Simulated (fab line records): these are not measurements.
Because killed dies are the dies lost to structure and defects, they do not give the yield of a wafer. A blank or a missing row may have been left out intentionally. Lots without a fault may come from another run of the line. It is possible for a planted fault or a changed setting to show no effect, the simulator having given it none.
Chamber matching -- flow n5 finfet -- rie diel-06 running N5_BEOL_M6_ETCH_72: 4 sister chambers
The step etches underlayer in N2/H2, target depth 6.5 nm, time 5.2 s. 8 wafers are shown with their chamber, then 12 later ones without.

## WAFERS, EACH WITH ITS CHAMBER
wafer,chamber,showerhead plenum p Torr (Torr),drypump motor current A (A)
L080.4,2,2.50,5.9
L089.4,0,2.68,6.1
L090.4,3,2.53,5.5
L090.6,0,2.68,6.0
L091.3,3,2.53,5.5
L093.4,1,2.58,6.6
L093.5,2,2.48,6.0
L093.6,1,2.58,6.6

## WAFERS WITHOUT THEIR CHAMBER
wafer,showerhead plenum p Torr (Torr),drypump motor current A (A)
L094.1,2.53,5.6
L094.4,2.68,6.1
L094.6,2.58,6.6
L092.1,2.48,6.0
L092.3,2.58,6.6
L092.4,2.68,6.1
L095.2,2.58,6.6
L095.5,2.53,5.5
L095.6,2.68,6.0
L097.2,2.67,6.0
L097.5,2.53,5.5
L097.6,2.68,6.1

## CHAMBER TAKEN BY EACH
wafer,from the rows above,in truth
L094.1,3,3
L094.4,0,0
L094.6,1,1
L092.1,2,2
L092.3,1,1
L092.4,0,0
L095.2,1,1
L095.5,3,3
L095.6,0,0
L097.2,0,0
L097.5,3,3
L097.6,0,0
Placed correctly: 12 of 12. From these rows, 0 cannot be placed. Wrongly placed: 0.
How it was worked out, from the rows above alone: a wafer's distance from a chamber is the root of the sum, over the readings, of the square of ((its reading less the chamber's mean) divided by the reading's scatter). The wafer belongs to the nearest chamber; if the next one is less than 2 further off, it can't be placed. A chamber's mean is the mean of its shown wafers. The scatter: the root of (the sum of the squares of (reading less its chamber's mean) over the shown wafers, divided by (wafers less chambers)).
